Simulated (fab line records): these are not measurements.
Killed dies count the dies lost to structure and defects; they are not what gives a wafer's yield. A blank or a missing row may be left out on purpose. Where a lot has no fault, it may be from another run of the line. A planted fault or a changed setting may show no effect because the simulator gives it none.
Chamber matching / flow n5-finfet / 4 sister chambers for N5_BEOL_M2_STRIP_66 on rie-diel-03
The step strips in CF4. 4 wafers are shown with their chamber, then 11 later ones without.

WAFERS PAIRED WITH THEIR CHAMBERS
wafer=L086.1; chamber=0; drypump-motor-current-A (A)=5.2
wafer=L086.3; chamber=3; drypump-motor-current-A (A)=6.0
wafer=L088.5; chamber=1; drypump-motor-current-A (A)=5.5
wafer=L091.3; chamber=2; drypump-motor-current-A (A)=5.0

WAFERS WITH NO CHAMBER GIVEN
wafer=L091.4; drypump-motor-current-A (A)=5.5
wafer=L091.6; drypump-motor-current-A (A)=5.0
wafer=L092.3; drypump-motor-current-A (A)=5.9
wafer=L092.4; drypump-motor-current-A (A)=5.2
wafer=L092.6; drypump-motor-current-A (A)=5.9
wafer=L093.3; drypump-motor-current-A (A)=5.2
wafer=L093.4; drypump-motor-current-A (A)=6.0
wafer=L093.6; drypump-motor-current-A (A)=5.5
wafer=L096.1; drypump-motor-current-A (A)=6.0
wafer=L096.5; drypump-motor-current-A (A)=5.5
wafer=L096.6; drypump-motor-current-A (A)=5.0

WHICH CHAMBER EACH WENT THROUGH
wafer=L091.4; from the rows above=1; in truth=1
wafer=L091.6; from the rows above=2; in truth=2
wafer=L092.3; from the rows above=3; in truth=3
wafer=L092.4; from the rows above=0; in truth=0
wafer=L092.6; from the rows above=3; in truth=3
wafer=L093.3; from the rows above=0; in truth=0
wafer=L093.4; from the rows above=3; in truth=3
wafer=L093.6; from the rows above=1; in truth=1
wafer=L096.1; from the rows above=3; in truth=3
wafer=L096.5; from the rows above=1; in truth=1
wafer=L096.6; from the rows above=2; in truth=2
Correctly placed: 11 of 11. From these rows, 0 cannot be placed. Wrongly placed: 0.
How it was worked out, from the rows above alone: a wafer's distance from a chamber is the root of the sum, over the readings, of the square of ((its reading less the chamber's mean) divided by the reading's scatter). If the next closest chamber is less than 2 further off than the closest, the wafer can't be placed; otherwise it belongs to the closest. A chamber's mean is the mean of its shown wafers. The scatter: with one shown wafer a chamber, the root of the mean of the squares of how far each hidden wafer lies from its nearest shown one.
